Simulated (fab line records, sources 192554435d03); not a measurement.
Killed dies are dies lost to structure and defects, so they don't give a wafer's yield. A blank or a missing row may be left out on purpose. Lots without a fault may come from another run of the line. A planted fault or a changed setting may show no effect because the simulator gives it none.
Which tool did it? | flow n5_finfet | 12 lots, 36 wafers sampled, at 1 step of a route of 1938

WHAT THE GAUGES READ, wafer by wafer
N5_BEOL_M5_CD_MEAS_11: target cd 27.74 nm.
lot  | measured     | on        | cd_nm (nm)
L075 | day 8 06:24  | cd_sem-01 | 27.94 27.29 28.06
L078 | day 8 23:10  | cd_sem-03 | 27.97 27.86 27.74
L080 | day 9 14:16  | cd_sem-03 | 27.48 28.15 27.96
L081 | day 10 11:24 | cd_sem-01 | 28.32 27.68 27.64
L083 | day 10 18:16 | cd_sem-02 | 28.03 27.85 27.84
L082 | day 10 20:52 | cd_sem-03 | 28.21 28.06 28.07
L088 | day 11 16:26 | cd_sem-01 | 27.88 27.90 28.14
L089 | day 11 22:44 | cd_sem-02 | 27.81 27.30 28.00
L092 | day 12 19:20 | cd_sem-02 | 27.70 27.70 27.71
L094 | day 13 01:34 | cd_sem-03 | 27.84 27.76 28.04
L095 | day 13 14:42 | cd_sem-01 | 28.23 27.87 28.14
L097 | day 13 22:07 | cd_sem-03 | 28.09 28.34 28.24

WHICH TOOL RAN EACH LOT (tool, then ch and the chambers of the sampled wafers, then the start)
The record holds no process step before these readings.

THE ANSWER, worked out from the rows above alone
Rule: what is usual is taken from the lots themselves. Put in order of their means at a reading, lots are off if they are a third of the lots or fewer, leave a main group of 4 or more, and stand apart from it by a gap of 3 or more times the standard deviation of the main group's means; of several such gaps the widest counts. A main group whose means are all the same, to the digits that the tables above print for the reading, isn't used. A lot without any number at a reading at which 4 lots or more have one is off too. The other lots that the step has rows for count as sound.
No lot is off at any reading shown: from this, nothing can be told.

WHAT THE SIMULATOR HAD PUT IN
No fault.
